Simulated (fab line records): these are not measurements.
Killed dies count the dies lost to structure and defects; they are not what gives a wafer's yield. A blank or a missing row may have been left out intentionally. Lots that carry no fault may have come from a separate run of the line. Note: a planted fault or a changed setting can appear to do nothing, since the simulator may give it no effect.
Problem report, 8D (eight disciplines) form, completed by code | flow nand_harc | the parts of the form that need people (team, actions taken, sign-off) are left out

== 1. WHAT WENT WRONG ==
Mean of killed_at_periphery at NHARC_END_SORT_01: 86.5 across 2 wafers in 2 lots; on wafers with no fault it is 3.3 (standard deviation 2.3). That puts it +36 standard deviations away from the usual mean.
First observed at day 22 08:07: wafer L500.6, on prober-01. At this step, 36 wafers from 12 lots have a number in the record. Rule for "out", or "out of limits": more than 4 standard deviations from the usual mean. Any other wafer with a number is counted as sound.

== 2. WHAT IT IS, WHAT IT ISN'T ==
question                    | is                                                                                                                                      | is not
which readings at this step | killed_at_periphery, defect_limited_yield, killed_dies, sort_bin_2_pct, sort_bin_3_pct, sort_n_pass, sort_rim_yield_pct, sort_yield_pct | killed_at_array, killed_at_other, killed_open, killed_short
which lots                  | L500, L503                                                                                                                              | L486, L488, L489, L490, L491, L493, L494, L495, L496, L497
which wafers of those lots  | L500.6, L503.6                                                                                                                          | L500.1, L500.5, L503.1, L503.4
read on which gauges        | prober-01, prober-02                                                                                                                    | -
when                        | from day 22 08:07                                                                                                                       | up to then (29 sound wafers); but 5 sound wafers of L497, L503 came after

== 3. SUSPECTS, AND WHAT RULES EACH OUT ==
Counting: a tool at a process step up to the reading stays a suspect if it ran every lot that is out. Sound lots after the first of them don't rule it out here, since some wafers of a struck lot are sound.
- the gauge at NHARC_END_SORT_01: ruled out. Those wafers that are out were read across 2 gauges (prober-01, prober-02).
- pvd_sputter-02 at NHARC_P_M1_PVD_21 (deposits Cu, target thk 30 nm, time 20.49 s): kept. It processed each lot that is out (first: L500, day 9 15:14); up to then, its last sound lot is L497 (day 9 06:58).
- plasma_asher-01 at NHARC_THIN_TSV_STRIP_45 (strips in O2): kept. It processed each lot that is out (first: L500, day 21 13:08); up to then, its last sound lot is L495 (day 20 10:56).
- pvd_sputter-01 at NHARC_THIN_TSV_PRE_CLEAN_54 (time 30 s): kept. It processed each lot that is out (first: L500, day 21 16:53); up to then, its last sound lot is L493 (day 20 05:16).
pvd_sputter-02 at NHARC_P_M1_PVD_21, plasma_asher-01 at NHARC_THIN_TSV_STRIP_45 and pvd_sputter-01 at NHARC_THIN_TSV_PRE_CLEAN_54 are what is left after counting.

== 4. THE CAUSE (what the simulator had put in) ==
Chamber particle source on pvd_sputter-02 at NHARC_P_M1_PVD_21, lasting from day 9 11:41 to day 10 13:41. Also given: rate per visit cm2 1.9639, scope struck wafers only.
Of the 3 suspects that counting leaves, this tool is one.

== 5. SEQUENCE OF EFFECTS, ordered by route ==
Rows list readings where the struck wafers' mean (over those with a number) sits beyond 3 standard deviations from the usual. Only readings whose record carries a usual standard deviation are examined. hours: median over the lots of the time between each lot's start at the first step of this table that gives one and its start at this step. sigmas: the change, counted in usual standard deviations.
hours | step              | reading              | usual  | on struck wafers | change | sigmas
0     | NHARC_END_SORT_01 | defect_limited_yield | 95.7 % | 82.7             | -13.0  | -8.1
0     | NHARC_END_SORT_01 | killed_at_periphery  | 3.3    | 86.5             | +83.2  | +36
0     | NHARC_END_SORT_01 | killed_dies          | 29     | 117              | +88    | +8.0
0     | NHARC_END_SORT_01 | sort_bin_2_pct       | 1.4 %  | 6.3              | +4.9   | +8.0
0     | NHARC_END_SORT_01 | sort_bin_3_pct       | 0.25 % | 5.39             | +5.14  | +24
0     | NHARC_END_SORT_01 | sort_n_pass          | 648    | 560              | -88    | -8.0
0     | NHARC_END_SORT_01 | sort_rim_yield_pct   | 94 %   | 78               | -16    | -5.2
0     | NHARC_END_SORT_01 | sort_yield_pct       | 95.7 % | 82.7             | -13.0  | -8.1

== 6. HOW IT WOULD HAVE BEEN CAUGHT EARLIER ==
Counted from the fault's start at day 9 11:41, it took 308 hours until the first out-of-limits reading at a measuring or inspecting step in this record, taken at day 22 08:07.
No tool reading at NHARC_P_M1_PVD_21 that has a usual standard deviation in the record was out on any struck wafer, so an alarm limit of 4 standard deviations on those readings would not have fired.
All the lots that are out (2) had begun NHARC_P_M1_PVD_21 on pvd_sputter-02 by day 22 08:07. Had the tool been put on hold then, not one of them would have been saved.
